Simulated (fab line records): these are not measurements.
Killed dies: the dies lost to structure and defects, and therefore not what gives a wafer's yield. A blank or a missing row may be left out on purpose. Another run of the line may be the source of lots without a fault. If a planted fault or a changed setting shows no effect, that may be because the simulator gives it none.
Chamber matching / flow n5 finfet / 3 sister chambers for N5_BEOL_M3_PECVD_72 on pecvd-03
The step deposits SiO2 from TEOS/O2, target thk 16 nm, time 18 s. 6 wafers are shown with their chamber, then 10 later ones without.

== WAFERS PAIRED WITH THEIR CHAMBERS ==
wafer=L084.3; chamber=2; throttle valve pct (%)=20.2; showerhead plenum p Torr (Torr)=8.88
wafer=L084.6; chamber=2; throttle valve pct (%)=20.3; showerhead plenum p Torr (Torr)=8.89
wafer=L087.1; chamber=1; throttle valve pct (%)=23.6; showerhead plenum p Torr (Torr)=8.88
wafer=L087.5; chamber=1; throttle valve pct (%)=23.6; showerhead plenum p Torr (Torr)=8.91
wafer=L085.3; chamber=0; throttle valve pct (%)=27.1; showerhead plenum p Torr (Torr)=8.76
wafer=L085.5; chamber=0; throttle valve pct (%)=27.3; showerhead plenum p Torr (Torr)=8.74

== WAFERS WITHOUT THEIR CHAMBER ==
wafer=L085.6; throttle valve pct (%)=23.3; showerhead plenum p Torr (Torr)=8.90
wafer=L089.2; throttle valve pct (%)=27.3; showerhead plenum p Torr (Torr)=8.76
wafer=L089.3; throttle valve pct (%)=20.3; showerhead plenum p Torr (Torr)=8.90
wafer=L089.5; throttle valve pct (%)=24.0; showerhead plenum p Torr (Torr)=8.91
wafer=L088.3; throttle valve pct (%)=20.5; showerhead plenum p Torr (Torr)=8.88
wafer=L088.5; throttle valve pct (%)=23.5; showerhead plenum p Torr (Torr)=8.90
wafer=L088.6; throttle valve pct (%)=27.2; showerhead plenum p Torr (Torr)=8.74
wafer=L095.2; throttle valve pct (%)=23.8; showerhead plenum p Torr (Torr)=8.94
wafer=L095.4; throttle valve pct (%)=20.3; showerhead plenum p Torr (Torr)=8.89
wafer=L095.5; throttle valve pct (%)=27.2; showerhead plenum p Torr (Torr)=8.72

== WHICH CHAMBER EACH ONE RAN IN ==
wafer=L085.6; from the rows above=1; in truth=1
wafer=L089.2; from the rows above=0; in truth=0
wafer=L089.3; from the rows above=2; in truth=2
wafer=L089.5; from the rows above=1; in truth=1
wafer=L088.3; from the rows above=2; in truth=2
wafer=L088.5; from the rows above=1; in truth=1
wafer=L088.6; from the rows above=0; in truth=0
wafer=L095.2; from the rows above=1; in truth=1
wafer=L095.4; from the rows above=2; in truth=2
wafer=L095.5; from the rows above=0; in truth=0
Placed correctly: 10 of 10. Left unplaced by these rows: 0. Wrongly placed: 0.
How it was worked out, from the rows above alone: a wafer's distance from a chamber is the root of the sum, over the readings, of the square of ((its reading less the chamber's mean) divided by the reading's scatter). If the next closest chamber is less than 2 further off than the closest, the wafer can't be placed; otherwise it belongs to the closest. Each chamber's mean is taken over the wafers shown for it. The scatter is the square root of a quotient: the sum, over the shown wafers, of each reading's squared deviation from its chamber's mean, divided by wafers minus chambers.
